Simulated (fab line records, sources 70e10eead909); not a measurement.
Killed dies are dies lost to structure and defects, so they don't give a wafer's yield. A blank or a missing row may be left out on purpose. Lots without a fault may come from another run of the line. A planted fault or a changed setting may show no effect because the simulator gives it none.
A struck lot beside a sound one | flow nand_harc | 13 steps out of a route of 1302
Sound: wafers L327.2, L327.3, L327.5. Struck: wafers L334.1, L334.2, L334.3. The cause comes at the end.
At each step with rows: each side's tool, then ch and its chambers, then its first start. Under that, the readings that differ: sound wafers | struck wafers | difference of the means | sigmas: that difference in standard deviations of wafers without a fault.
alike: readings whose means differ by less than 2 such deviations, and words and numbers that are the same on both sides. not compared: withheld readings, readings that some wafer has no value for, bounds like >300 that may hide the same value, and numbers for which the record gives no deviation and whose values overlap.
The two part at a step that has a row with sigmas, a row that says differs or no value, or rows on one side only. Numbers that don't overlap but have no deviation are shown without sigmas and don't part them. A reading that every wafer of one side lacks parts them only if that side has two wafers or more.

NHARC_A_M1_PVD_20: deposits TaN, target thk 5 nm, time 8.06 s.
  sound on pvd_sputter-02; struck on pvd_sputter-02
  alike: throttle_valve_pct
then, 3 steps without rows for these wafers: NHARC_A_M1_PVD_21 (deposits Cu, target thk 30 nm, time 20.49 s); NHARC_A_M1_ECD_22 (material Cu, target thk 400 nm); NHARC_A_M1_ANNEAL_31 (time 90 s).
NHARC_A_M1_CMP_23: polishes, t overpolish 20 s, target thk 154.34 nm.
  sound on cmp-04 ch 0,3, day 25 02:51; struck on cmp-04 ch 1,2,3, day 27 16:40
  alike: edge_zone_pressure_frac, motor_current_A, time_to_endpoint_s
NHARC_A_M1_THK_MEAS_24: measures by xrf.
  sound on film_metro-01, day 25 03:10; struck on film_metro-01, day 27 16:59
  alike: thk_nm
then, 1 step without rows for these wafers: NHARC_A_M1_SRD_25.
NHARC_A_M1_INSPECT_27:
  sound on defect_inspect-02, day 25 03:19; struck on defect_inspect-02, day 27 17:08
  alike: raw_defect_count
NHARC_A_M1_PRE_CLEAN_32: time 12 s.
  sound on pecvd-02 ch 0,1,2, day 25 03:23; struck on pecvd-03 ch 0,1,2, day 27 17:12
  alike: heater_power_w, susceptor_temp_C
NHARC_A_M1_DEP_33: deposits SiCN, target thk 30 nm.
  sound on pecvd-02 ch 0,1,2, day 25 03:28; struck on pecvd-03 ch 0,1,2, day 27 17:17
  alike: chamber_pressure_Torr, heater_power_w, susceptor_temp_C
NHARC_A_BONDPAD_DEP_00: deposits SiCN, target thk 250 nm.
  sound on pecvd-02 ch 0,1,2; struck on pecvd-03 ch 0,1,2
  alike: chamber_pressure_Torr, heater_power_w, susceptor_temp_C
NHARC_A_BONDPAD_CMP_29: polishes SiCN, target thk 200 nm.
  sound on cmp-03 ch 2,3, day 25 04:26; struck on cmp-02 ch 0,2,3, day 27 18:14
  no value came back on the struck wafers for edge_zone_pressure_frac, motor_current_A (A); on the sound wafers edge_zone_pressure_frac reads 0.998 0.991 1.006
NHARC_A_BONDPAD_THK_MEAS_30: measures by ellipsometry.
  sound on film_metro-01, day 25 04:41; struck on film_metro-01, day 27 18:40
  reading     | sound             | struck            | difference | sigmas
  thk_nm (nm) | 199.1 200.8 201.3 | 244.6 241.8 246.8 | +44.0      | +24
  not compared: hold

WHERE THEY PART
First at NHARC_A_BONDPAD_CMP_29; last, within this record, at NHARC_A_BONDPAD_THK_MEAS_30.

WHY: what the simulator had put in
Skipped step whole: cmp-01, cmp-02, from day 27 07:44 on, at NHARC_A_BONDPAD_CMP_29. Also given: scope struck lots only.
